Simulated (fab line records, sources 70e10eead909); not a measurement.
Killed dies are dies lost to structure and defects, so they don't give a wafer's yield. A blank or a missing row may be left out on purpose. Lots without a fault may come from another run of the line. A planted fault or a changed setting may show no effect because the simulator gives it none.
fab line records | flow nand_harc
record lots=24 wafers=72 last_day=33
route steps=1302 shown A_M0@1159 A_M1@1194 A_BONDPAD@1204 THIN_TSV@1270
lots that met no fault: from a run of the same line without faults
start_h: hours from the record's first day to the start of the lot's first wafer shown | wait_h: hours since the lot's step before | " the same as in the row above | L1.1+2: a row that stands for several wafers | - no value, or no start given | * or withheld: withheld | < > ~ a bound
route shown NAME@n: a module of which the file shows steps, and the number in the route of the first | usual: mean/standard deviation of fault-free wafers | same: alike in all rows | chamber/n: place in a boat | sites: the reading at each site | _std_site: their standard deviation | _edge_site: outer sites' mean less inner sites' | radius_mm: how far each site lies from the wafer's centre | mask NAME#n: copy n | behind: the tool/chamber that last shaped the wafer | hold: why the lot was held/for how many hours/how that ended | device: the transistor (n, p or np) that didn't switch | end of line: the same wafers' tests at the end of the route | a step without rows: its recipe alone | killed: dies lost to structure and defects at the first sort, not the wafer's yield | map: a wafer's dies, x killed, . not, _ none there
set.NAME: the setting as run; set.NAME@STEP: as run at that earlier step | model.NAME: the simulator's own value behind a step, which no gauge read
steps of the route over a sample of lots; a table a step, a row a wafer
services: from which hour (start_h, from the record's first day; less than 0 if before it) a tool's chamber was out of use, for how many hours, and why
## steps
# step NHARC_A_M0_PVD_21
# recipe target_thk_a=300 chamber_pressure_pa=5 power_w=5000 substrate_temp_c=30 time_s=20.49 material=Cu
# usual chamber_pressure_pa=5.001/0.0089 throttle_valve_pct=29.8/1.1
# columns lot.wafer tool chamber start_h wait_h chamber_pressure_pa throttle_valve_pct
L074.3 pvd_sputter-02 - - - 5.010 29.9
L074.4 " - " " 5.005 27.9
L074.5 " - " " 5.000 30.0
L076.2 pvd_sputter-02 - - - 5.009 27.9
L076.5 " - " " 5.005 27.9
L076.6 " - " " 5.010 31.4
L075.1 pvd_sputter-03 - - - 4.991 30.0
L075.2 " - " " 4.996 30.0
L075.5 " - " " 4.998 29.9
L077.1 pvd_sputter-02 - - - 4.992 31.6
L077.4 " - " " 5.002 29.2
L077.5 " - " " 4.988 28.3
L078.3 pvd_sputter-01 - - - 5.004 28.9
L078.5 " - " " 5.001 30.0
L078.6 " - " " 4.993 28.7
L079.4 pvd_sputter-03 - - - 5.004 29.9
L079.6 " - " " 5.010 30.2
L079.5 " - " " 4.992 29.9
L080.3 pvd_sputter-02 - - - 5.005 29.8
L080.4 " - " " 4.998 27.8
L080.6 " - " " 4.995 28.9
L081.1 pvd_sputter-03 - - - 5.005 29.7
L081.4 " - " " 5.003 29.7
L081.5 " - " " 4.995 30.1
L082.2 pvd_sputter-01 - - - 4.984 30.1
L082.1 " - " " 4.996 28.6
L082.3 " - " " 4.994 32.4
L083.1 pvd_sputter-01 - - - 5.014 32.4
L083.3 " - " " 5.010 29.4
L083.6 " - " " 5.006 29.7
L084.2 pvd_sputter-02 - - - 4.979 28.1
L084.1 " - " " 5.009 30.1
L084.5 " - " " 5.005 31.7
L085.2 pvd_sputter-01 - - - 5.010 30.5
L085.3 " - " " 5.003 28.8
L085.6 " - " " 5.004 30.3
L086.1 pvd_sputter-02 - - - 4.982 31.4
L086.4 " - " " 5.009 29.2
L086.6 " - " " 4.999 31.3
L087.4 pvd_sputter-02 - - - 5.005 31.1
L087.3 " - " " 4.994 29.3
L087.6 " - " " 5.004 29.5
L088.4 pvd_sputter-01 - - - 4.978 30.4
L088.6 " - " " 5.002 29.6
L088.5 " - " " 5.004 30.4
L089.4 pvd_sputter-03 - - - 5.006 30.2
L089.2 " - " " 4.988 29.9
L089.1 " - " " 5.011 29.5
L090.4 pvd_sputter-01 - - - 5.001 32.3
L090.3 " - " " 5.002 30.6
L090.5 " - " " 4.987 28.5
L091.1 pvd_sputter-03 - - - 4.993 30.0
L091.4 " - " " 5.004 30.3
L091.5 " - " " 5.007 28.4
L092.1 pvd_sputter-01 - - - 5.003 30.3
L092.2 " - " " 5.004 28.7
L092.3 " - " " 5.005 29.7
L093.1 pvd_sputter-02 - - - 4.987 29.1
L093.4 " - " " 4.993 28.2
L093.5 " - " " 5.015 29.5
L094.3 pvd_sputter-03 - - - 5.013 28.5
L094.6 " - " " 4.989 29.7
L094.5 " - " " 5.010 28.5
L095.2 pvd_sputter-03 - - - 5.003 28.4
L095.4 " - " " 5.000 30.2
L095.6 " - " " 4.984 29.8
L097.2 pvd_sputter-02 - - - 4.997 28.3
L097.1 " - " " 5.009 30.8
L097.6 " - " " 5.006 28.5
L096.1 pvd_sputter-03 - - - 5.000 30.3
L096.2 " - " " 4.994 28.2
L096.5 " - " " 5.015 29.2
# step NHARC_A_M0_CMP_23
# recipe t_overpolish_s=20 target_thk_nm=113.75
# usual motor_current_A=12.2/1.2 time_to_endpoint_s=29.2/2.8
# columns lot.wafer tool chamber start_h wait_h motor_current_A time_to_endpoint_s
L074.4 cmp-02 2 516.72 - 11.3 29.1
L074.3 " 0 " " 12.0 29.9
L074.5 " 1 " " 12.1 34.4
L076.2 cmp-01 1 538.37 - 11.8 30.4
L076.6 " 2 " " 11.8 25.5
L076.5 " 3 " " 12.6 26.2
L075.1 cmp-03 3 538.65 - 12.0 30.4
L075.2 " 0 " " 12.9 31.4
L075.5 " 2 " " 11.3 33.1
L077.1 cmp-03 3 553.54 - 12.1 30.6
L077.4 " 2 " " 11.7 31.0
L077.5 " 3 " " 11.4 30.6
L078.3 cmp-03 1 563.68 - 11.8 27.7
L078.5 " 2 " " 12.2 30.3
L078.6 " 3 " " 11.7 27.3
L079.4 cmp-02 2 588.64 - 10.9 27.1
L079.6 " 1 " " 11.9 34.0
L079.5 " 2 " " 10.8 26.3
L080.4 cmp-01 3 597.31 - 12.2 27.4
L080.3 " 0 " " 12.1 32.2
L080.6 " 1 " " 11.8 30.0
L081.1 cmp-02 3 604.90 - 14.5 25.9
L081.4 " 1 " " 12.0 38.2
L081.5 " 2 " " 11.1 25.6
L082.2 cmp-03 0 605.62 - 13.2 26.8
L082.3 " 1 " " 11.6 26.5
L082.1 " 2 " " 11.4 26.5
L083.3 cmp-02 3 625.59 - 16.2 24.8
L083.1 " 2 " " 11.3 26.0
L083.6 " 3 " " 14.8 23.0
L084.2 cmp-02 2 630.64 - 11.6 24.8
L084.1 " 1 " " 12.0 32.2
L084.5 " 2 " " 11.6 25.9
L085.2 cmp-03 2 632.88 - 11.8 33.2
L085.3 " 3 " " 11.0 29.6
L085.6 " 0 " " 14.0 28.8
L086.1 cmp-02 0 637.72 - 12.0 27.7
L086.4 " 2 " " 10.7 25.8
L086.6 " 1 " " 12.0 30.3
L087.4 cmp-02 3 655.93 - 15.6 31.2
L087.3 " 0 " " 12.2 30.5
L087.6 " 2 " " 10.9 27.2
L088.4 cmp-02 2 666.97 - 11.4 27.9
L088.6 " 3 " " 14.6 28.3
L088.5 " 0 " " 12.4 32.3
L089.4 cmp-03 3 670.82 - 11.5 28.4
L089.1 " 1 " " 11.3 29.3
L089.2 " 2 " " 12.1 31.6
L090.4 cmp-02 0 673.20 - 12.4 28.8
L090.3 " 2 " " 11.3 26.3
L090.5 " 1 " " 11.5 33.6
L091.4 cmp-02 3 715.46 - 15.4 27.7
L091.1 " 1 " " 12.4 34.3
L091.5 " 2 " " 11.4 28.9
L092.1 cmp-03 2 716.04 - 12.2 32.9
L092.2 " 3 " " 11.2 29.4
L092.3 " 0 " " 13.7 30.3
L093.1 cmp-03 0 720.55 - 12.9 29.6
L093.4 " 1 " " 11.1 30.6
L093.5 " 3 " " 11.0 28.8
L094.3 cmp-03 1 721.10 - 11.1 29.9
L094.5 " 3 " " 11.1 28.3
L094.6 " 0 " " 12.8 29.5
L095.4 cmp-03 2 740.84 - 11.5 30.0
L095.2 " 1 " " 11.4 29.1
L095.6 " 2 " " 12.1 31.5
L097.1 cmp-03 1 755.00 - 11.7 28.4
L097.2 " 3 " " 11.1 29.8
L097.6 " 1 " " 11.8 26.8
L096.2 cmp-01 0 756.70 - 11.4 34.4
L096.1 " 2 " " 12.7 26.4
L096.5 " 0 " " 11.3 34.5
# step NHARC_A_M0_PRE_CLEAN_31
# recipe time_s=12 temp_c=370 rf_power_w=300 gas=NH3
# usual heater_power_w=619/53
# columns lot.wafer tool chamber start_h wait_h heater_power_w
L074.3 pecvd-02 2 517.25 0.1 576
L074.5 " 1 " " 677
L074.4 " 2 " " 595
L076.2 pecvd-04 1 538.84 0.1 633
L076.6 " 0 " " 616
L076.5 " 1 " " 626
L075.2 pecvd-03 0 539.17 0.1 561
L075.1 " 1 " " 603
L075.5 " 0 " " 564
L077.1 pecvd-02 1 554.08 0.1 678
L077.4 " 2 " " 619
L077.5 " 0 " " 555
L078.3 pecvd-03 2 564.20 0.1 632
L078.5 " 0 " " 558
L078.6 " 2 " " 634
L079.6 pecvd-03 1 589.20 0.1 715
L079.5 " 2 " " 634
L079.4 " 0 " " 546
L080.3 pecvd-03 1 597.82 0.1 733
L080.6 " 0 " " 494
L080.4 " 1 " " 746
L081.1 pecvd-03 1 605.43 0.1 662
L081.5 " 1 " " 667
L081.4 " 2 " " 648
L082.2 pecvd-02 0 606.13 0.1 636
L082.1 " 1 " " 685
L082.3 " 2 " " 595
L083.3 pecvd-02 1 626.14 0.1 718
L083.1 " 2 " " 653
L083.6 " 1 " " 716
L084.2 pecvd-02 0 631.20 0.1 570
L084.1 " 1 " " 696
L084.5 " 2 " " 618
L085.2 pecvd-02 1 633.41 0.1 635
L085.3 " 2 " " 625
L085.6 " 0 " " 572
L086.1 pecvd-02 2 640.17 2.0 632
L086.4 " 0 " " 599
L086.6 " 1 " " 674
L087.3 pecvd-02 1 656.46 0.1 677
L087.6 " 1 " " 702
L087.4 " 2 " " 565
L088.4 pecvd-04 1 667.46 0.1 668
L088.5 " 2 " " 641
L088.6 " 0 " " 600
L089.2 pecvd-04 1 671.63 0.3 684
L089.1 " 0 " " 564
L089.4 " 0 " " 595
L090.3 pecvd-04 2 673.74 0.1 622
L090.4 " 2 " " 610
L090.5 " 1 " " 638
L091.1 pecvd-04 2 715.97 0.1 649
L091.5 " 2 " " 669
L091.4 " 1 " " 652
L092.2 pecvd-04 1 716.60 0.1 706
L092.3 " 2 " " 680
L092.1 " 0 " " 621
L093.1 pecvd-02 2 721.08 0.1 587
L093.5 " 1 " " 600
L093.4 " 0 " " 604
L094.3 pecvd-04 2 721.59 0.1 598
L094.5 " 2 " " 589
L094.6 " 0 " " 584
L095.2 pecvd-02 0 741.40 0.1 628
L095.4 " 1 " " 632
L095.6 " 1 " " 606
L097.2 pecvd-03 0 755.54 0.1 507
L097.1 " 1 " " 641
L097.6 " 2 " " 515
L096.1 pecvd-04 0 757.25 0.1 593
L096.2 " 2 " " 574
L096.5 " 2 " " 585
# step NHARC_A_M1_ANNEAL_31
# recipe temp_c=225 time_s=90
# usual wafer_temp_C_max=225.94/0.3
# columns lot.wafer tool chamber start_h wait_h wafer_temp_C_max
L074.3 rtp_anneal-02 0 520.64 - 226.47
L074.4 " 0 " " 226.22
L074.5 " 0 " " 226.00
L076.2 rtp_anneal-01 0 542.00 - 225.66
L076.5 " 0 " " 226.07
L076.6 " 0 " " 226.01
L075.1 rtp_anneal-02 0 542.29 - 226.01
L075.2 " 0 " " 226.30
L075.5 " 0 " " 226.41
L077.1 rtp_anneal-01 0 557.54 0.3 225.32
L077.4 " 0 " " 225.43
L077.5 " 0 " " 225.53
L078.3 rtp_anneal-01 0 567.78 0.3 226.35
L078.5 " 0 " " 225.87
L078.6 " 0 " " 225.65
L079.4 rtp_anneal-02 0 592.76 - 226.39
L079.5 " 0 " " 226.36
L079.6 " 0 " " 226.17
L080.3 rtp_anneal-01 0 601.14 0.3 225.69
L080.4 " 0 " " 225.45
L080.6 " 0 " " 225.48
L081.1 rtp_anneal-01 0 608.87 - 226.16
L081.4 " 0 " " 226.22
L081.5 " 0 " " 225.95
L082.1 rtp_anneal-02 0 609.41 - 225.98
L082.2 " 0 " " 225.90
L082.3 " 0 " " 226.09
L083.1 rtp_anneal-01 0 629.27 - 225.89
L083.3 " 0 " " 225.81
L083.6 " 0 " " 225.98
L084.1 rtp_anneal-01 0 634.49 0.3 225.83
L084.2 " 0 " " 226.24
L084.5 " 0 " " 225.85
L085.2 rtp_anneal-02 0 637.12 0.3 225.76
L085.3 " 0 " " 226.09
L085.6 " 0 " " 225.91
L086.1 rtp_anneal-01 0 643.46 0.3 225.80
L086.4 " 0 " " 225.82
L086.6 " 0 " " 225.94
L087.3 rtp_anneal-02 0 659.70 0.3 225.97
L087.4 " 0 " " 225.98
L087.6 " 0 " " 226.41
L088.4 rtp_anneal-01 0 670.89 0.3 225.79
L088.5 " 0 " " 226.00
L088.6 " 0 " " 225.76
L089.1 rtp_anneal-01 0 674.75 - 225.67
L089.2 " 0 " " 225.83
L089.4 " 0 " " 226.06
L090.3 rtp_anneal-01 0 676.98 - 225.43
L090.4 " 0 " " 225.76
L090.5 " 0 " " 225.66
L091.1 rtp_anneal-02 0 719.26 0.4 226.63
L091.4 " 0 " " 226.08
L091.5 " 0 " " 226.19
L092.1 rtp_anneal-01 0 719.75 - 225.92
L092.2 " 0 " " 226.32
L092.3 " 0 " " 226.17
L093.1 rtp_anneal-02 0 724.33 0.3 226.64
L093.4 " 0 " " 226.03
L093.5 " 0 " " 225.46
L094.3 rtp_anneal-01 0 724.99 0.3 225.94
L094.5 " 0 " " 225.43
L094.6 " 0 " " 225.72
L095.2 rtp_anneal-01 0 745.05 - 225.88
L095.4 " 0 " " 225.80
L095.6 " 0 " " 225.88
L097.1 rtp_anneal-02 0 758.69 - 225.77
L097.2 " 0 " " 225.94
L097.6 " 0 " " 226.23
L096.1 rtp_anneal-02 0 760.42 - 226.22
L096.2 " 0 " " 225.93
L096.5 " 0 " " 226.04
# step NHARC_A_BONDPAD_THK_MEAS_30
# recipe thk_meas_gauge=ellipsometry
# usual thk_nm=199.7/1.4
# columns lot.wafer tool chamber start_h wait_h thk_nm
L074.3 film_metro-01 - 522.72 0.2 200.9
L074.4 " - " " 202.0
L074.5 " - " " 200.5
L076.2 film_metro-02 - 544.12 0.2 202.0
L076.5 " - " " 200.2
L076.6 " - " " 200.4
L075.1 film_metro-01 - 544.46 0.2 200.2
L075.2 " - " " 200.9
L075.5 " - " " 203.0
L077.1 film_metro-01 - 559.71 0.2 200.1
L077.4 " - " " 199.8
L077.5 " - " " 201.9
L078.3 film_metro-02 - 569.85 0.2 200.0
L078.5 " - " " 200.3
L078.6 " - " " 200.5
L079.4 film_metro-01 - 594.78 0.2 199.2
L079.5 " - " " 199.7
L079.6 " - " " 198.9
L080.3 film_metro-02 - 603.20 0.2 199.0
L080.4 " - " " 198.0
L080.6 " - " " 200.7
L081.1 film_metro-01 - 611.05 0.2 203.3
L081.4 " - " " 201.1
L081.5 " - " " 199.0
L082.1 film_metro-01 - 611.57 0.2 200.1
L082.2 " - " " 197.6
L082.3 " - " " 199.5
L083.1 film_metro-02 - 631.45 0.1 201.7
L083.3 " - " " 198.5
L083.6 " - " " 198.6
L084.1 film_metro-01 - 636.69 0.2 200.3
L084.2 " - " " 201.8
L084.5 " - " " 200.4
L085.2 film_metro-01 - 640.36 0.2 198.5
L085.3 " - " " 199.9
L085.6 " - " " 198.4
L086.1 film_metro-01 - 645.62 0.2 200.9
L086.4 " - " " 198.7
L086.6 " - " " 198.0
L087.3 film_metro-01 - 661.78 0.2 199.3
L087.4 " - " " 197.4
L087.6 " - " " 200.8
L088.4 film_metro-01 - 672.92 0.2 200.7
L088.5 " - " " 198.8
L088.6 " - " " 198.5
L089.1 film_metro-02 - 676.92 0.1 199.8
L089.2 " - " " 199.6
L089.4 " - " " 199.3
L090.3 film_metro-02 - 679.05 0.2 199.0
L090.4 " - " " 199.9
L090.5 " - " " 201.4
L091.1 film_metro-02 - 721.43 0.1 198.8
L091.4 " - " " 197.5
L091.5 " - " " 198.9
L092.1 film_metro-01 - 722.04 0.2 198.2
L092.2 " - " " 198.5
L092.3 " - " " 198.4
L093.1 film_metro-02 - 726.52 0.2 201.0
L093.4 " - " " 199.2
L093.5 " - " " 197.7
L094.3 film_metro-01 - 727.06 0.2 201.6
L094.5 " - " " 198.6
L094.6 " - " " 198.8
L095.2 film_metro-02 - 747.47 0.2 198.9
L095.4 " - " " 198.0
L095.6 " - " " 198.6
L097.1 film_metro-02 - 760.87 0.1 199.9
L097.2 " - " " 200.5
L097.6 " - " " 199.8
L096.1 film_metro-01 - 762.72 0.2 200.1
L096.2 " - " " 199.8
L096.5 " - " " 198.8
# step NHARC_THIN_TSV_DEGAS_49
# recipe temp_c=300 time_s=120
# usual heater_power_w=481/54
# columns lot.wafer tool chamber start_h wait_h heater_power_w
L074.3 pvd_sputter-02 - 548.57 0.1 477
L074.4 " - " " 400
L074.5 " - " " 475
L075.1 pvd_sputter-02 - 563.17 0.2 396
L075.2 " - " " 473
L075.5 " - " " 393
L076.2 pvd_sputter-02 - 563.60 0.2 401
L076.5 " - " " 480
L076.6 " - " " 474
L077.1 pvd_sputter-02 - 578.11 0.2 471
L077.4 " - " " 454
L077.5 " - " " 451
L078.3 pvd_sputter-02 - 592.84 0.1 478
L078.5 " - " " 470
L078.6 " - " " 456
L079.4 pvd_sputter-03 - 613.01 0.1 450
L079.5 " - " " 456
L079.6 " - " " 560
L080.3 pvd_sputter-03 - 625.43 0.1 558
L080.4 " - " " 455
L080.6 " - " " 569
L082.2 pvd_sputter-03 - 629.99 0.1 447
L082.3 " - " " 565
L082.1 " - " " 549
L081.4 pvd_sputter-03 - 630.92 0.1 445
L081.1 " - " " 553
L081.5 " - " " 445
L083.3 pvd_sputter-03 - 650.26 0.1 534
L083.1 " - " " 461
L083.6 " - " " 431
L084.2 pvd_sputter-03 - 655.02 0.1 538
L084.1 " - " " 430
L084.5 " - " " 558
L085.2 pvd_sputter-02 - 662.87 0.1 450
L085.3 " - " " 457
L085.6 " - " " 397
L086.4 pvd_sputter-02 - 666.11 0.1 476
L086.1 " - " " 467
L086.6 " - " " 482
L087.4 pvd_sputter-03 - 680.24 0.1 451
L087.3 " - " " 536
L087.6 " - " " 451
L088.4 pvd_sputter-02 - 691.51 0.1 470
L088.5 " - " " 402
L088.6 " - " " 441
L089.2 pvd_sputter-03 - 695.65 0.1 572
L089.4 " - " " 448
L089.1 " - " " 450
L090.4 pvd_sputter-03 - 696.92 0.1 564
L090.3 " - " " 451
L090.5 " - " " 547
L091.1 pvd_sputter-03 - 741.08 0.1 425
L091.4 " - " " 568
L091.5 " - " " 433
L092.2 pvd_sputter-03 - 750.42 0.2 537
L092.3 " - " " 409
L092.1 " - " " 442
L094.3 pvd_sputter-03 - 751.50 0.1 451
L094.6 " - " " 582
L094.5 " - " " 540
L093.4 pvd_sputter-03 - 752.68 0.1 530
L093.1 " - " " 448
L093.5 " - " " 573
L095.2 pvd_sputter-03 - 765.95 0.2 415
L095.4 " - " " 453
L095.6 " - " " 586
L097.1 pvd_sputter-02 - 779.27 0.2 463
L097.2 " - " " 385
L097.6 " - " " 460
L096.2 pvd_sputter-02 - 780.35 0.2 472
L096.1 " - " " 468
L096.5 " - " " 394
## services
# columns tool chamber start_h hours kind
pvd_sputter-02 - 501.58 3.7 repair
pvd_sputter-03 - 506.61 9.4 repair
pvd_sputter-03 - 526.01 10.0 pm
cmp-02 - 527.95 4.0 pm
cmp-03 - 575.73 4.0 pm
pecvd-02 - 589.10 13.0 pm
pecvd-04 0 610.89 19.1 repair
cmp-02 - 625.95 4.0 pm
pecvd-04 - 631.05 13.0 pm
pvd_sputter-02 - 638.14 10.0 pm
cmp-02 - 641.16 1.8 repair
pvd_sputter-03 - 659.93 7.6 repair
pecvd-02 0 665.63 2.0 repair
cmp-03 - 672.41 3.4 repair
pvd_sputter-02 - 692.86 8.6 repair
cmp-02 - 702.26 1.9 repair
pvd_sputter-03 - 704.01 10.0 pm
pecvd-02 1 712.69 3.6 repair
cmp-02 - 723.95 4.0 pm
pecvd-02 2 735.63 12.2 repair
rtp_anneal-02 - 744.13 12.0 pm
cmp-02 - 768.06 0.7 repair
pecvd-02 - 770.10 13.0 pm
cmp-03 - 773.79 4.0 pm
## key
fault none
